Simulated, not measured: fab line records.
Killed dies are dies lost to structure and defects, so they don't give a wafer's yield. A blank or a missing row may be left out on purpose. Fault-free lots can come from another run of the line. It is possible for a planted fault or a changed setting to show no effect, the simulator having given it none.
Struck lot and sound lot, side by side    flow nand-harc    14 out of 1159 route steps
Sound: the wafers L431.1, L431.3, L431.6. Struck: wafer L444.6. (L444.2, L444.5 of the same lot were not struck and are left out.) The cause comes at the end.
Order at every step that has rows: each side's tool, ch and its chambers, its first start. Under that, the readings that differ: sound wafers    struck wafers    difference of the means    sigmas: that difference in standard deviations of wafers without a fault.
alike: a reading whose means differ by less than 2 such deviations, as well as words and numbers matching on both sides. not compared: withheld readings; readings where some wafer has no value; bounds like >300 that might hide an equal value; numbers whose values overlap and for which the record gives no deviation.
A row with sigmas, a row that says differs or no value, or rows on one side alone: a step with any of these is where the two part. Non-overlapping numbers with no deviation appear without sigmas and do not part them. A reading missing from all wafers of one side parts the sides only when that side holds two or more wafers.

first, 9 steps without rows for these wafers: NHARC_A_STAIRCASE_DEHYDRATE_01 (time 120 s); NHARC_A_STAIRCASE_HMDS_02 (time 30 s); NHARC_A_STAIRCASE_COAT_03; NHARC_A_STAIRCASE_SOFTBAKE_04 (time 170 s); NHARC_A_STAIRCASE_EBR_05; NHARC_A_STAIRCASE_EXPOSE_06 (exposes mask STAIR); NHARC_A_STAIRCASE_PEB_07 (peb time 130 s); NHARC_A_STAIRCASE_DEVELOP_08 (time 140 s); NHARC_A_STAIRCASE_HARDBAKE_10 (time 140 s).
NHARC_A_STAIRCASE_DESCUM_11: chemistry O2, time 3 s.
  sound on rie-diel-07 ch 0,1, day 11 23:33; struck on rie-diel-07 ch 0, day 15 02:01
  alike: chamber-pressure-mTorr, drypump-motor-current-A, oes-product-au, rf-vpp-V, showerhead-plenum-p-Torr, throttle-valve-pct
  not compared: rf-hours-counter-h
NHARC_A_STAIRCASE_TRIM_12: chemistry O2, time 211.2 s.
  sound on rie-diel-07 ch 0,1,3, day 11 23:39; struck on rie-diel-07 ch 3, day 15 02:08
  alike: chamber-pressure-mTorr, drypump-motor-current-A, oes-product-au, rf-vpp-V, showerhead-plenum-p-Torr, throttle-valve-pct
  not compared: rf-hours-counter-h
NHARC_A_STAIRCASE_ETCH_13: etches the open film in C4F8/O2, target depth 100 nm, time 40.5 s.
  sound on rie-diel-07 ch 1,3, day 11 23:47; struck on rie-diel-07 ch 0, day 15 02:15
reading           sound           struck  difference  sigmas
run-length-s (s)  61.4 61.9 62.2  53.2    -8.6        -21
  alike: chamber-pressure-mTorr, oes-product-au, rf-vpp-V
  not compared: rf-hours-counter-h
NHARC_A_STAIRCASE_TRIM_14: chemistry O2, time 211.2 s.
  sound on rie-diel-07 ch 1,3; struck on rie-diel-07 ch 2
  alike: chamber-pressure-mTorr, drypump-motor-current-A, oes-product-au, rf-vpp-V, showerhead-plenum-p-Torr, throttle-valve-pct
  not compared: rf-hours-counter-h
-- record jumps: 9 days between struck wafers' starts before vs after; left off in module A_STAIRCASE, resumes in module END, first step shown is number 1159 of the route --
NHARC_END_SORT_01:
  here the record holds rows for the struck wafers (prober-01 ch 0, day 24 09:53) but none for the sound ones

## WHERE THEY PART
First at NHARC_A_STAIRCASE_ETCH_13; last, within this record, at NHARC_END_SORT_01.

WHY: what the simulator had put in
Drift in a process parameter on rie-diel-07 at NHARC_A_STAIRCASE_ETCH_13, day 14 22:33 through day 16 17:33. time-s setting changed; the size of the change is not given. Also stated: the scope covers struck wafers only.
